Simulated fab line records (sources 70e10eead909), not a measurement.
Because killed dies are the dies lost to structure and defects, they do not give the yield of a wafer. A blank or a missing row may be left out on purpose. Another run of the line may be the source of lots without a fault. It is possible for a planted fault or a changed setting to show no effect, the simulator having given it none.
Matching of chambers | flow nand-harc | NHARC_P_M2_STRIP_18 on rie-diel-07 has 4 sister chambers
The step strips in N2/H2. 14 wafers are shown with their chamber, then 7 later ones without.

## WAFERS, EACH WITH ITS CHAMBER
wafer  | chamber | drypump-motor-current-A (A) | oes-product-au (a.u.) | rf-vpp-V (V)
L081.1 | 2       | 5.4                         | 1.006                 | 89.7
L081.2 | 0       | 6.3                         | 0.996                 | 90.7
L081.5 | 1       | 5.6                         | 0.989                 | 91.3
L089.1 | 2       | 5.4                         | 1.006                 | 90.9
L089.3 | 0       | 6.2                         | 1.003                 | 90.4
L089.4 | 2       | 5.4                         | 1.007                 | 91.4
L088.3 | 0       | 6.3                         | 1.003                 | 89.7
L088.4 | 2       | 5.4                         | 1.008                 | 91.3
L088.6 | 2       | 5.4                         | 1.004                 | 91.4
L090.4 | 2       | 5.4                         | 0.999                 | 91.1
L090.5 | 3       | 6.0                         | 1.015                 | 91.4
L090.6 | 0       | 6.2                         | 0.994                 | 90.1
L093.1 | 2       | 5.3                         | 1.000                 | 90.9
L093.5 | 3       | 6.0                         | 1.013                 | 90.9

SIGNATURES (averages over the wafers above)
reading                 | chamber 0 | chamber 1 | chamber 2 | chamber 3 | scatter within a chamber
drypump-motor-current-A | 6.250     | 5.600     | 5.386     | 6.000     | 0.0431
oes-product-au          | 0.99900   | 0.98900   | 1.00429   | 1.01400   | 0.00376
rf-vpp-V                | 90.225    | 91.300    | 90.957    | 91.150    | 0.528
Rule: a wafer lies at a distance from a chamber equal to the root of the sum of squares, over the readings, of (its reading less the chamber's mean, divided by the reading's scatter). If the next closest chamber is less than 2 further off than the closest, the wafer can't be placed; otherwise it belongs to the closest. The scatter: the root of (the sum of the squares of (reading less its chamber's mean) over the shown wafers, divided by (wafers less chambers)).

## WAFERS WITH NO CHAMBER GIVEN
wafer  | drypump-motor-current-A (A) | oes-product-au (a.u.) | rf-vpp-V (V)
L093.6 | 6.3                         | 1.007                 | 90.0
L096.1 | 6.0                         | 1.005                 | 91.5
L096.5 | 6.0                         | 1.003                 | 91.7
L096.6 | 5.4                         | 0.992                 | 90.4
L097.1 | 5.4                         | 1.003                 | 90.5
L097.2 | 6.0                         | 1.018                 | 91.3
L097.6 | 5.4                         | 1.010                 | 90.0

## CHAMBER TAKEN BY EACH
wafer  | from the rows above     | in truth
L093.6 | 0                       | 0
L096.1 | 3                       | 3
L096.5 | 3                       | 3
L096.6 | can't be placed: 2 or 1 | 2
L097.1 | 2                       | 2
L097.2 | 3                       | 3
L097.6 | 2                       | 2
Correctly placed: 6 of 7. From these rows, 1 cannot be placed; in 1 the true chamber is one of the candidates. Number placed wrongly: 0.
